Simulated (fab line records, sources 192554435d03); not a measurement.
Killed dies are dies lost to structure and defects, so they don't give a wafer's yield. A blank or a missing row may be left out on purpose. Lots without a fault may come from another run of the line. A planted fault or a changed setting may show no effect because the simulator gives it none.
Chamber matching | flow n5_finfet | N5_BEOL_M11_CURE_72 on uv_cure-01: 3 sister chambers
The step cures SiCOH lowk, time 120 s. 3 wafers are shown with their chamber, then 8 later ones without.

WAFERS WITH THEIR CHAMBER
wafer  | chamber | wafer_temp_C_max
L076.6 | 0       | 371.4
L088.4 | 2       | 371.7
L086.1 | 1       | 371.0

WAFERS WITHOUT THEIR CHAMBER
wafer  | wafer_temp_C_max
L086.3 | 370.7
L086.5 | 370.9
L095.2 | 371.0
L095.5 | 371.4
L095.6 | 371.2
L096.1 | 371.8
L096.2 | 371.7
L096.5 | 371.9

WHICH CHAMBER EACH WENT THROUGH
wafer  | from the rows above          | in truth
L086.3 | 1                            | 1
L086.5 | 1                            | 1
L095.2 | 1                            | 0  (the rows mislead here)
L095.5 | can't be placed: 0 or 2      | 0
L095.6 | can't be placed: 0 or 1 or 2 | 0
L096.1 | can't be placed: 2 or 0      | 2
L096.2 | can't be placed: 2 or 0      | 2
L096.5 | can't be placed: 2 or 0      | 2
Placed correctly: 2 of 8. Can't be placed from these rows: 5 (the true chamber is among the candidates in 5). Placed wrongly: 1.
How it was worked out, from the rows above alone: a wafer's distance from a chamber is the root of the sum, over the readings, of the square of ((its reading less the chamber's mean) divided by the reading's scatter). The wafer belongs to the nearest chamber; if the next one is less than 2 further off, it can't be placed. A chamber's mean is the mean of its shown wafers. The scatter: with one shown wafer a chamber, the root of the mean of the squares of how far each hidden wafer lies from its nearest shown one.
